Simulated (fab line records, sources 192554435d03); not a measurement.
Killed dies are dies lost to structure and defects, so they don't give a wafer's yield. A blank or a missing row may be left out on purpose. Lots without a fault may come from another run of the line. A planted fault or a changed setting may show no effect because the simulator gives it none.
One fault seen from 2 desks | flow n5_finfet | each desk has only its own numbers; what lay behind them comes last

THE TOOL OWNER'S DESK: rie_diel-03
The tool's own readings at N5_BEOL_M0_SAQP_ETCH_88 (etches underlayer in N2/H2, target depth 6.5 nm, time 5.2 s): means of the sampled wafers that have a number, for each lot that ran on this tool. A lot is out of limits, marked OUT, if its mean lies more than 4 standard deviations from the usual mean; the brackets give that distance. Of its 8 readings 7 are shown: the one that was out of limits first, and those that lie furthest out on some lot.
Columns: A = drypump_motor_current_A at N5_BEOL_M0_SAQP_ETCH_88, usual 5.9 A; B = etch_rf_on_time_s at N5_BEOL_M0_SAQP_ETCH_88, usual 5.17 s; C = h2_flow_sccm at N5_BEOL_M0_SAQP_ETCH_88, usual 200.0 sccm; D = oes_product_au at N5_BEOL_M0_SAQP_ETCH_88, usual 0.65 a.u.; E = rf_fwd_power_W at N5_BEOL_M0_SAQP_ETCH_88, usual 819.3 W; F = rf_vpp_V at N5_BEOL_M0_SAQP_ETCH_88, usual 524.5 V; G = showerhead_plenum_p_Torr at N5_BEOL_M0_SAQP_ETCH_88, usual 2.56 Torr
lot  | first seen here | A   | B               | C     | D    | E     | F     | G
L517 | day 6 11:28     | 6.0 | 5.10            | 199.7 | 0.67 | 820.0 | 523.6 | 2.51
L524 | day 8 05:52     | 6.0 | 4.54 (-6.5) OUT | 199.9 | 0.67 | 818.8 | 525.0 | 2.51
L526 | day 8 17:49     | 6.2 | 4.40 (-8.0) OUT | 199.4 | 0.77 | 820.0 | 523.1 | 2.50
L525 | day 8 21:00     | 5.9 | 4.68 (-5.1) OUT | 200.0 | 0.75 | 821.9 | 523.9 | 2.50
L537 | day 11 10:30    | 5.6 | 5.12            | 199.6 | 0.61 | 819.9 | 522.3 | 2.51
This desk's finding: out of limits on L524, L525, L526; first on L524, day 8 05:52 (etch_rf_on_time_s at N5_BEOL_M0_SAQP_ETCH_88). In limits: L517, L537.

THE METROLOGY DESK
What the gauges read, lot by lot, whatever tool the lot ran on: means of the sampled wafers that have a number. A lot is out of limits, marked OUT, if its mean lies more than 4 standard deviations from the usual mean; the brackets give that distance. Of its 10 readings 7 are shown: those that lie furthest out on some lot.
Columns: A = DIBL_N at N5_BEOL_M4_RC_MEAS_101, usual 36.1 mV/V; B = DIBL_P at N5_BEOL_M4_RC_MEAS_101, usual 36.1 mV/V; C = IOFF_N at N5_BEOL_M4_RC_MEAS_101, usual 0.154 nA/um; D = IOFF_P at N5_BEOL_M4_RC_MEAS_101, usual 0.201 nA/um; E = ION_P at N5_BEOL_M4_RC_MEAS_101, usual 462 uA/um; F = SS_N at N5_BEOL_M4_RC_MEAS_101, usual 71.5 mV/dec; G = VT_P at N5_BEOL_M4_RC_MEAS_101, usual -251.3 mV
lot  | first seen here | A    | B    | C     | D     | E   | F    | G
L517 | day 8 21:16     | 37.1 | 36.9 | 0.160 | 0.212 | 467 | 71.7 | -250.6
L524 | day 10 18:28    | 36.3 | 35.7 | 0.131 | 0.185 | 456 | 71.4 | -253.2
L527 | day 11 16:36    | 33.3 | 32.9 | 0.124 | 0.167 | 461 | 71.2 | -254.2
L526 | day 11 19:35    | 36.5 | 35.2 | 0.152 | 0.209 | 464 | 70.8 | -248.8
L525 | day 11 19:52    | 35.8 | 36.0 | 0.151 | 0.206 | 467 | 71.2 | -249.6
L530 | day 11 22:54    | 36.6 | 38.8 | 0.163 | 0.212 | 455 | 71.9 | -251.7
L531 | day 12 23:49    | 36.1 | 37.4 | 0.154 | 0.214 | 467 | 71.8 | -247.6
L536 | day 14 07:29    | 37.4 | 38.0 | 0.172 | 0.242 | 471 | 72.2 | -247.3
L537 | day 14 10:37    | 35.3 | 36.0 | 0.135 | 0.164 | 459 | 71.7 | -255.2
This desk's finding: nothing out of limits on any of the 9 lots.

PUT TOGETHER
The tool owner's desk could have raised an alarm at day 8 05:52, on L524, L525, L526.
The metrology desk saw nothing out of limits.
The metrology desk has L524, L525, L526 on record, within its limits.
Of the lots named, all ran N5_BEOL_M0_SAQP_ETCH_88 on rie_diel-03.

WHAT THE SIMULATOR HAD PUT IN
Process parameter drift: rie_diel-03, from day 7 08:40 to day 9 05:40, at N5_BEOL_M0_SAQP_ETCH_88. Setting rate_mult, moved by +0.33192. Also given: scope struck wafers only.
Lots struck among those shown: L524, L525, L526.
Hours from the fault's start to each desk's first reading out of limits: the tool owner's desk, 21.
